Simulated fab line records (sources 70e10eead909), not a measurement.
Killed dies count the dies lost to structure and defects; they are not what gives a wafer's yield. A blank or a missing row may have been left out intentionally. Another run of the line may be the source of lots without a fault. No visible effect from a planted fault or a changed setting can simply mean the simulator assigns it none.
A lot that was struck, set against a sound lot ; flow nand_harc ; 14 steps out of a route of 1302
Sound: wafers L759.1, L759.3, L759.5. Struck: wafer L775.2. The cause comes at the end.
Order at every step that has rows: each side's tool, ch and its chambers, its first start. Under that, the readings that differ: sound wafers ; struck wafers ; difference of the means ; sigmas: that difference in standard deviations of wafers without a fault.
alike: same words and numbers on both sides, and readings whose means sit less than 2 such deviations apart. not compared: any withheld reading, any reading some wafer has no value for, any bound like >300 that may hide the same value, and any number with overlapping values for which the record gives no deviation.
Wherever a step has rows on one side only, a row that says differs or no value, or a row with sigmas, the two part there. Non-overlapping numbers with no deviation appear without sigmas and do not part them. A reading that every wafer of one side lacks parts them only if that side has two wafers or more.

NHARC_A_BONDPAD_THK_MEAS_20: measures by xrf.
  sound: film_metro-02 at day 24 07:50; struck: film_metro-02 at day 30 19:23
  alike: thk_nm
then, 1 step without rows for these wafers: NHARC_A_BONDPAD_SRD_21 (time 30 s, dry time 20 s).
NHARC_A_BONDPAD_INSPECT_23:
  sound: defect_inspect-01 at day 24 08:02; struck: defect_inspect-01 at day 30 19:36
  alike: raw_defect_count
NHARC_HYBRID_BOND_ACTIVATE_00: chemistry N2, time 60 s.
  sound on rie_diel-01 ch 0,1, day 24 08:06; struck on rie_diel-09 ch 0, day 30 19:41
  alike: drypump_motor_current_A, oes_product_au, rf_vpp_V, showerhead_plenum_p_Torr
  not compared: rf_hours_counter_h
then, 4 steps without rows for these wafers: NHARC_HYBRID_BOND_PRECLEAN_01 (cleans in DIW, time 300 s); NHARC_HYBRID_BOND_SRD_02 (time 30 s, dry time 20 s); NHARC_HYBRID_BOND_BOND_03; NHARC_HYBRID_BOND_ANNEAL_04 (time 7200 s).
NHARC_HYBRID_BOND_OVL_MEAS_05:
  sound: overlay-01 at day 24 17:49; struck: overlay-02 at day 31 04:29
  alike: overlay_x_nm, overlay_y_nm
NHARC_HYBRID_BOND_INSPECT_06: inspects for defects (ir void).
  sound: defect_inspect-02 at day 24 17:52; struck: defect_inspect-01 at day 31 04:32
reading;sound;struck;difference;sigmas
raw_defect_count;171 155 124;30;-120;-3
NHARC_THIN_TSV_GRIND_00:
  sound on grinder-01 ch 0, day 24 18:01; struck on grinder-01 ch 0, day 31 04:53
  alike: motor_current_A
NHARC_THIN_TSV_CMP_01: polishes.
  sound on cmp-03 ch 1,2,3, day 24 19:16; struck on cmp-03 ch 0, day 31 05:55
  alike: motor_current_A
NHARC_THIN_TSV_THK_MEAS_02: measures by ir.
  sound: film_metro-01 at day 24 19:29; struck: film_metro-01 at day 31 06:11
reading;sound;struck;difference;sigmas
thk_nm (nm);2982 3040 2941;0;-2988;-12
following that, these wafers have no rows for 1 step: NHARC_THIN_TSV_SRD_03.

WHERE THEY PART
At NHARC_HYBRID_BOND_INSPECT_06 first; at NHARC_THIN_TSV_THK_MEAS_02 last (within this record only).

WHY: what the simulator had put in
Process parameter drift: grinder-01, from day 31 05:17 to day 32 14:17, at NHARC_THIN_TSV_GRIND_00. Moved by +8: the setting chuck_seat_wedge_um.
